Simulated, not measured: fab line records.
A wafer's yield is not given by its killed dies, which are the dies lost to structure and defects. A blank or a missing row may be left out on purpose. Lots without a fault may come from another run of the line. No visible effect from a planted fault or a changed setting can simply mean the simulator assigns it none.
Shared-tool check    flow n5 finfet    Sampled: 13 lots, 39 wafers

## WHY IT WAS OPENED
Flagged at N5_HKMG_FIN_CD_MEAS_12: reading cd nm, on 1 of 13 lots. No-fault wafers: 92.9 nm, standard deviation 0.65.
Rule: a lot is flagged in two cases, either no wafer of it has a number, or all its wafers with numbers fall more than 4 standard deviations from that mean. The rest of the lots are taken to be sound.

lot   measured     on         cd nm (nm), wafer by wafer  flag
L895  day 4 18:23  cd sem-02  92.3 92.6 93.0              
L896  day 4 22:28  cd sem-02  94.3 92.5 92.9              
L898  day 5 08:45  cd sem-01  91.8 92.9 92.4              
L899  day 5 15:18  cd sem-03  92.6 92.3 93.4              
L901  day 6 06:10  cd sem-03  93.1 93.0 94.2              
L902  day 6 11:02  cd sem-01  93.3 92.6 92.9              
L903  day 6 16:31  cd sem-01  92.6 92.2 92.8              
L904  day 6 22:53  cd sem-02  93.3 93.4 93.5              
L905  day 7 03:43  cd sem-01  93.5 92.6 92.9              
L906  day 7 08:55  cd sem-03  93.1 93.3 94.0              
L912  day 8 19:54  cd sem-01  93.4 92.7 93.5              
L914  day 9 08:44  cd sem-02  84.8 86.9 70.7              FLAGGED
L916  day 9 20:01  cd sem-01  93.1 92.9 92.6              
Average over the flagged lots: 80.8 nm; offset from the usual -12.1 nm, equal to -19 standard deviations.

## LOT BY LOT: THE TOOL USED
The record holds 3 process steps before the reading, out of a route of 1938 steps. Cell contents, in order: the tool; ch with the chambers the sampled wafers went through; the start.
lot   flag     N5_HKMG_FIN_STRIP_57               N5_HKMG_FIN_ETCH_58                N5_HKMG_FIN_EXPOSE_09
L895           rie diel-03 ch 0,1,2, day 4 15:22  rie diel-03 ch 0,1,2, day 4 15:23  arfi scanner-02 ch 0, day 4 18:16
L896           rie diel-04 ch 2,3, day 4 19:28    rie diel-04 ch 2,3, day 4 19:29    arfi scanner-03 ch 0, day 4 22:21
L898           rie diel-03 ch 0,1,3, day 5 05:45  rie diel-03 ch 0,1,3, day 5 05:46  arfi scanner-02 ch 0, day 5 08:38
L899           rie diel-03 ch 0,1, day 5 12:17    rie diel-03 ch 0,1, day 5 12:18    arfi scanner-03 ch 0, day 5 15:11
L901           rie diel-01 ch 1,2,3, day 6 03:10  rie diel-01 ch 1,2,3, day 6 03:11  arfi scanner-01 ch 0, day 6 06:03
L902           rie diel-04 ch 0,1,2, day 6 07:51  rie diel-04 ch 0,1,2, day 6 07:52  arfi scanner-03 ch 0, day 6 10:55
L903           rie diel-04 ch 0,1,3, day 6 13:31  rie diel-04 ch 0,1,3, day 6 13:32  arfi scanner-02 ch 0, day 6 16:25
L904           rie diel-01 ch 1,2,3, day 6 20:01  rie diel-01 ch 1,2,3, day 6 20:02  arfi scanner-02 ch 0, day 6 22:46
L905           rie diel-04 ch 0,1,3, day 7 00:43  rie diel-04 ch 0,1,3, day 7 00:44  arfi scanner-03 ch 0, day 7 03:36
L906           rie diel-01 ch 1,2,3, day 7 05:56  rie diel-01 ch 1,2,3, day 7 05:57  arfi scanner-02 ch 0, day 7 08:48
L912           rie diel-04 ch 0,1, day 8 17:02    rie diel-04 ch 0,1, day 8 17:03    arfi scanner-01 ch 0, day 8 19:47
L914  FLAGGED  rie diel-04 ch 0,1,3, day 9 05:44  rie diel-04 ch 0,1,3, day 9 05:45  arfi scanner-03 ch 0, day 9 08:37
L916           rie diel-01 ch 0,1, day 9 16:47    rie diel-01 ch 0,1, day 9 16:49    arfi scanner-01 ch 0, day 9 19:53
What these steps do:
- N5_HKMG_FIN_STRIP_57: strips in CF4.
- N5_HKMG_FIN_ETCH_58: etches SOC in N2/H2, target depth 215.8 nm, time 741 s.
- N5_HKMG_FIN_EXPOSE_09: exposes mask NWFM.
- N5_HKMG_FIN_CD_MEAS_12: target cd 92.8 nm.

## FLAGGED AGAINST TOTAL, ONE TOOL AT A TIME (gauges that did the reading follow at the end)
step                    tool             lots run  flagged  share of the flagged lots  sound lots run after its first flagged lot
N5_HKMG_FIN_STRIP_57    rie diel-01      4         0        none                       -
N5_HKMG_FIN_STRIP_57    rie diel-03      3         0        none                       -
N5_HKMG_FIN_STRIP_57    rie diel-04      6         1        all                        0
N5_HKMG_FIN_ETCH_58     rie diel-01      4         0        none                       -
N5_HKMG_FIN_ETCH_58     rie diel-03      3         0        none                       -
N5_HKMG_FIN_ETCH_58     rie diel-04      6         1        all                        0
N5_HKMG_FIN_EXPOSE_09   arfi scanner-01  3         0        none                       -
N5_HKMG_FIN_EXPOSE_09   arfi scanner-02  5         0        none                       -
N5_HKMG_FIN_EXPOSE_09   arfi scanner-03  5         1        all                        0
N5_HKMG_FIN_CD_MEAS_12  cd sem-01        6         0        none                       -
N5_HKMG_FIN_CD_MEAS_12  cd sem-02        4         1        all                        0
N5_HKMG_FIN_CD_MEAS_12  cd sem-03        3         0        none                       -

## WHAT THE TABLE PERMITS
4 rows of the table ran every flagged lot: rie diel-04 at N5_HKMG_FIN_STRIP_57, rie diel-04 at N5_HKMG_FIN_ETCH_58, arfi scanner-03 at N5_HKMG_FIN_EXPOSE_09, cd sem-02 at N5_HKMG_FIN_CD_MEAS_12.
- rie diel-04 at N5_HKMG_FIN_STRIP_57: 1 of its 6 lots flagged. A fault beginning between L912 (day 8 17:02), its last sound lot, and L914 (day 9 05:44), its first flagged one, fits the data.
- rie diel-04 at N5_HKMG_FIN_ETCH_58: 1 of its 6 lots flagged. A fault beginning between L912 (day 8 17:03), its last sound lot, and L914 (day 9 05:45), its first flagged one, fits the data.
- arfi scanner-03 at N5_HKMG_FIN_EXPOSE_09: 1 of its 5 lots flagged. A fault beginning between L905 (day 7 03:36), its last sound lot, and L914 (day 9 08:37), its first flagged one, fits the data. Its own readings (exposure dose mJ cm2) fall more than 4 standard deviations out on all wafers of the flagged lots.
- cd sem-02 at N5_HKMG_FIN_CD_MEAS_12: 1 of its 4 lots flagged. A fault beginning between L904 (day 6 22:53), its last sound lot, and L914 (day 9 08:44), its first flagged one, fits the data.
A lot count leaves these 3 tools indistinguishable: every one of them fits a fault beginning at some hour. More lots, or a look at what each step does to the wafer, might.

## WHAT THE SIMULATOR HAD PUT IN
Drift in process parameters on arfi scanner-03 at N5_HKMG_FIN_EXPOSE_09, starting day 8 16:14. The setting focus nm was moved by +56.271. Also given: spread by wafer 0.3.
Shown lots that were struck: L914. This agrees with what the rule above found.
